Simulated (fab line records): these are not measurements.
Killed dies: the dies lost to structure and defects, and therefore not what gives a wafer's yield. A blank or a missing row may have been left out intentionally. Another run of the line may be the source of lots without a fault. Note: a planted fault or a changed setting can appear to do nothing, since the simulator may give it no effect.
Chamber matching :: flow n5 finfet :: N5_DUMMY_GATE_STRIP_41 on rie diel-02 has 4 sister chambers
The step strips in O2. 4 wafers are shown with their chamber, then 10 later ones without.

## WAFERS, EACH WITH ITS CHAMBER
wafer: L082.1
chamber: 0
drypump motor current A (A): 6.5

wafer: L082.5
chamber: 3
drypump motor current A (A): 5.0

wafer: L085.1
chamber: 2
drypump motor current A (A): 5.1

wafer: L085.2
chamber: 1
drypump motor current A (A): 5.6

## WAFERS WHOSE CHAMBER IS MISSING
wafer: L085.3
drypump motor current A (A): 4.9

wafer: L087.1
drypump motor current A (A): 4.9

wafer: L087.5
drypump motor current A (A): 6.5

wafer: L087.6
drypump motor current A (A): 5.0

wafer: L090.1
drypump motor current A (A): 4.9

wafer: L090.3
drypump motor current A (A): 5.6

wafer: L090.4
drypump motor current A (A): 5.1

wafer: L091.1
drypump motor current A (A): 5.0

wafer: L091.2
drypump motor current A (A): 6.5

wafer: L091.6
drypump motor current A (A): 6.6

## WHICH CHAMBER EACH ONE RAN IN
wafer: L085.3
from the rows above: can't be placed: 3 or 2
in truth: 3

wafer: L087.1
from the rows above: can't be placed: 3 or 2
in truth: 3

wafer: L087.5
from the rows above: 0
in truth: 0

wafer: L087.6
from the rows above: can't be placed: 3 or 2
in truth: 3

wafer: L090.1
from the rows above: can't be placed: 3 or 2
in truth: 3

wafer: L090.3
from the rows above: 1
in truth: 1

wafer: L090.4
from the rows above: can't be placed: 2 or 3
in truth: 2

wafer: L091.1
from the rows above: can't be placed: 3 or 2
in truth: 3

wafer: L091.2
from the rows above: 0
in truth: 0

wafer: L091.6
from the rows above: 0
in truth: 0
Correctly placed: 4 of 10. From these rows, 6 cannot be placed; in 6 the true chamber is one of the candidates. Placed wrongly: 0.
How it was worked out, from the rows above alone: a wafer's distance from a chamber is the root of the sum, over the readings, of the square of ((its reading less the chamber's mean) divided by the reading's scatter). The wafer belongs to the nearest chamber; if the next one is less than 2 further off, it can't be placed. For every chamber, the mean is computed from those of its wafers that are shown. The scatter: with one shown wafer a chamber, the root of the mean of the squares of how far each hidden wafer lies from its nearest shown one.
